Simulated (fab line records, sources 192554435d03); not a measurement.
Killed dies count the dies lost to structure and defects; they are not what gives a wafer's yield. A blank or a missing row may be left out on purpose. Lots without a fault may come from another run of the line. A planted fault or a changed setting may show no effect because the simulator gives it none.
What tool caused it? + flow n5Finfet + 11 lots, 33 wafers sampled, at 4 steps of a route of 1938

## WHAT THE GAUGES READ, wafer by wafer
N5_BEOL_M14_CD_MEAS_10: the cd target is 250 nm. Usual: cdNm at 251.0 nm, with a standard deviation of 2.2.
| lot  | measured     | on       | cdNm (nm)         | flag |
|------|--------------|----------|-------------------|------|
| L342 | day 13 03:25 | cdSem-01 | 256.4 252.6 251.2 |      |
| L341 | day 13 03:58 | cdSem-02 | 248.6 248.5 251.4 |      |
| L344 | day 13 08:17 | cdSem-01 | 247.9 248.6 247.3 |      |
| L345 | day 13 18:59 | cdSem-01 | 251.6 249.2 249.5 |      |
| L348 | day 14 04:41 | cdSem-01 | 250.7 252.1 248.3 |      |
| L352 | day 14 21:39 | cdSem-02 | 247.9 247.2 250.8 |      |
| L354 | day 15 17:02 | cdSem-03 | 252.3 250.5 252.9 |      |
| L353 | day 16 01:56 | cdSem-02 | 249.8 250.1 253.0 |      |
| L357 | day 16 21:56 | cdSem-02 | 251.4 249.1 253.4 |      |
| L361 | day 18 00:20 | cdSem-02 | 249.1 246.3 248.1 |      |
| L363 | day 18 00:42 | cdSem-02 | 253.0 250.0 252.4 |      |

## WHICH TOOL RAN EACH LOT (tool, then ch and the chambers of the sampled wafers, then the start)
| lot  | N5_BEOL_M13_ETCH_67               | N5_BEOL_M13_SPUTTER_44      | N5_BEOL_M14_ILD_DEP_00          |
|------|-----------------------------------|-----------------------------|---------------------------------|
| L342 | rieDiel-02 ch 0,2,3, day 12 22:23 | pvdSputter-01, day 13 01:47 | pecvd-04 ch 1,2, day 13 02:55   |
| L341 | rieDiel-02 ch 0,2, day 12 23:47   | pvdSputter-01, day 13 02:20 | pecvd-01 ch 1,2, day 13 03:29   |
| L344 | rieDiel-06 ch 0,1, day 13 02:59   | pvdSputter-02, day 13 06:16 | pecvd-01 ch 0,2, day 13 07:35   |
| L345 | rieDiel-04 ch 0,1, day 13 10:56   | pvdSputter-01, day 13 16:02 | pecvd-04 ch 0,2, day 13 18:29   |
| L348 | rieDiel-04 ch 0,2,3, day 14 00:44 | pvdSputter-02, day 14 03:02 | pecvd-04 ch 0,1,2, day 14 04:11 |
| L352 | rieDiel-02 ch 0,1,3, day 14 16:04 | pvdSputter-03, day 14 19:58 | pecvd-01 ch 0,2, day 14 21:09   |
| L354 | rieDiel-02 ch 0,1,2, day 15 11:33 | pvdSputter-03, day 15 15:22 | pecvd-01 ch 0,1,2, day 15 16:32 |
| L353 | rieDiel-02 ch 0,1,2, day 15 17:40 | pvdSputter-03, day 16 00:01 | pecvd-01 ch 1,2, day 16 01:10   |
| L357 | rieDiel-04 ch 0,2,3, day 16 12:47 | pvdSputter-02, day 16 19:35 | pecvd-04 ch 0,1,2, day 16 21:19 |
| L361 | rieDiel-06 ch 0,2, day 17 15:07   | pvdSputter-03, day 17 22:29 | pecvd-04 ch 0,2, day 17 23:43   |
| L363 | rieDiel-02 ch 0,1,2, day 17 16:24 | pvdSputter-03, day 17 22:51 | pecvd-04 ch 0,2, day 18 00:00   |
- N5_BEOL_M13_ETCH_67: etches SiARC in CF4, target depth 143 nm, time 238.3 s.
- N5_BEOL_M13_SPUTTER_44: material Ta, target thk 10 nm, time 16.13 s.
- N5_BEOL_M14_ILD_DEP_00: deposits SiO2 from TEOS/O2, target thk 1119.3 nm, time 237.4 s.

## WHAT THE TOOLS THEMSELVES READ (means of the sampled wafers that have a number; where no wafer has one, the mark that the record gives instead)
N5_BEOL_M13_ETCH_67. Usual: drypumpMotorCurrentA 5.9 A, standard deviation 0.61; etchRfOnTimeS 239 s, standard deviation 7.5; oesProductAu 0.66 a.u., standard deviation 0.059; rfVppV 183.7 V, standard deviation 1.2; showerheadPlenumPTorr 2.11 Torr, standard deviation 0.063; throttleValvePct 15.65 %, standard deviation 0.2.
| lot  | tool       | drypumpMotorCurrentA (A) | etchRfOnTimeS (s) | oesProductAu (a.u.) | rfVppV (V) | showerheadPlenumPTorr (Torr) | throttleValvePct (%) | flag |
|------|------------|--------------------------|-------------------|---------------------|------------|------------------------------|----------------------|------|
| L342 | rieDiel-02 | 6.2                      | 240               | 0.68                | 183.0      | 2.10                         | 15.59                |      |
| L341 | rieDiel-02 | 6.2                      | 245               | 0.68                | 184.1      | 2.10                         | 15.43                |      |
| L344 | rieDiel-06 | 6.2                      | 240               | 0.64                | 185.2      | 2.19                         | 15.81                |      |
| L345 | rieDiel-04 | 5.4                      | 231               | 0.73                | 184.1      | 2.13                         | 15.62                |      |
| L348 | rieDiel-04 | 5.6                      | 243               | 0.64                | 182.0      | 2.06                         | 15.72                |      |
| L352 | rieDiel-02 | 6.2                      | 233               | 0.66                | 184.0      | 2.13                         | 15.62                |      |
| L354 | rieDiel-02 | 6.1                      | 241               | 0.65                | 183.4      | 2.14                         | 15.46                |      |
| L353 | rieDiel-02 | 6.1                      | 241               | 0.65                | 184.6      | 2.14                         | 15.46                |      |
| L357 | rieDiel-04 | 5.6                      | 240               | 0.73                | 183.7      | 2.14                         | 15.61                |      |
| L361 | rieDiel-06 | 6.2                      | 237               | 0.66                | 183.9      | 2.12                         | 15.62                |      |
| L363 | rieDiel-02 | 6.1                      | 237               | 0.64                | 183.8      | 2.13                         | 15.49                |      |

N5_BEOL_M13_SPUTTER_44. Usual: chamberPressurePa 0.07002 Pa, standard deviation 0.00015; throttleValvePct 29.9 %, standard deviation 1.4.
| lot  | tool          | chamberPressurePa (Pa) | throttleValvePct (%) | flag |
|------|---------------|------------------------|----------------------|------|
| L342 | pvdSputter-01 | 0.06998                | 31.7                 |      |
| L341 | pvdSputter-01 | 0.06999                | 32.3                 |      |
| L344 | pvdSputter-02 | 0.06999                | 30.7                 |      |
| L345 | pvdSputter-01 | 0.07001                | 31.9                 |      |
| L348 | pvdSputter-02 | 0.07015                | 30.8                 |      |
| L352 | pvdSputter-03 | 0.06989                | 28.9                 |      |
| L354 | pvdSputter-03 | 0.07009                | 29.4                 |      |
| L353 | pvdSputter-03 | 0.06999                | 30.4                 |      |
| L357 | pvdSputter-02 | 0.06997                | 29.0                 |      |
| L361 | pvdSputter-03 | 0.07000                | 28.9                 |      |
| L363 | pvdSputter-03 | 0.07011                | 29.0                 |      |

N5_BEOL_M14_ILD_DEP_00. Usual: heaterPowerW 525 W, standard deviation 69; showerheadPlenumPTorr 8.34 Torr, standard deviation 0.041; susceptorTempC 399.99 C, standard deviation 0.21; throttleValvePct 18.3 %, standard deviation 0.99.
| lot  | tool     | heaterPowerW (W) | showerheadPlenumPTorr (Torr) | susceptorTempC (C) | throttleValvePct (%) | flag |
|------|----------|------------------|------------------------------|--------------------|----------------------|------|
| L342 | pecvd-04 | 519              | 8.29                         | 399.70             | 18.4                 |      |
| L341 | pecvd-01 | 525              | 8.35                         | 400.01             | 17.2                 |      |
| L344 | pecvd-01 | 473              | 8.37                         | 399.93             | 17.8                 |      |
| L345 | pecvd-04 | 555              | 8.29                         | 400.00             | 18.0                 |      |
| L348 | pecvd-04 | 585              | 8.33                         | 400.13             | 18.7                 |      |
| L352 | pecvd-01 | 495              | 8.37                         | 399.85             | 17.7                 |      |
| L354 | pecvd-01 | 531              | 8.36                         | 401.00             | 17.6                 | OFF  |
| L353 | pecvd-01 | 432              | 8.35                         | 401.05             | 17.1                 | OFF  |
| L357 | pecvd-04 | 564              | 8.33                         | 399.93             | 18.7                 |      |
| L361 | pecvd-04 | 561              | 8.30                         | 399.99             | 18.3                 |      |
| L363 | pecvd-04 | 511              | 8.30                         | 399.94             | 18.3                 |      |

## THE ANSWER, worked out from the rows above alone
Rule: a lot counts as off when the mean over its wafers that have a number is more than 3 standard deviations away from the usual mean. A lot without any number at a reading at which 4 lots or more have one is off too. Any other lot the step has rows for is counted as sound. Order of review: gauges by route order, followed by the tools' own readings, for which a lot's mean as printed above is used. The first step at which some lot is off is used, and at that step the reading that is off furthest; a lot without a number counts as furthest.
Off: L354, L353 (N5_BEOL_M14_ILD_DEP_00, susceptorTempC).
If a tool, at that step or one of the process steps before it, ran each lot that is off and ran no sound lot following the first of them, it fits. One fits: pecvd-01 at N5_BEOL_M14_ILD_DEP_00. A fault onset in the window from L352 (day 14 21:09, its last sound lot) to L354 (day 15 16:32, its first lot off) fits.
The tool's own readings at N5_BEOL_M14_ILD_DEP_00 bear it out: on the lots that are off they differ by more than 5 times the standard deviation of the sound lots' means. susceptorTempC reads 401.02 C there against 399.94 C on the sound lots.

## WHAT HAD BEEN PUT IN BY THE SIMULATOR
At N5_BEOL_M14_ILD_DEP_00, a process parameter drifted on pecvd-01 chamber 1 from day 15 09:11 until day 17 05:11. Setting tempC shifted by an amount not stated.
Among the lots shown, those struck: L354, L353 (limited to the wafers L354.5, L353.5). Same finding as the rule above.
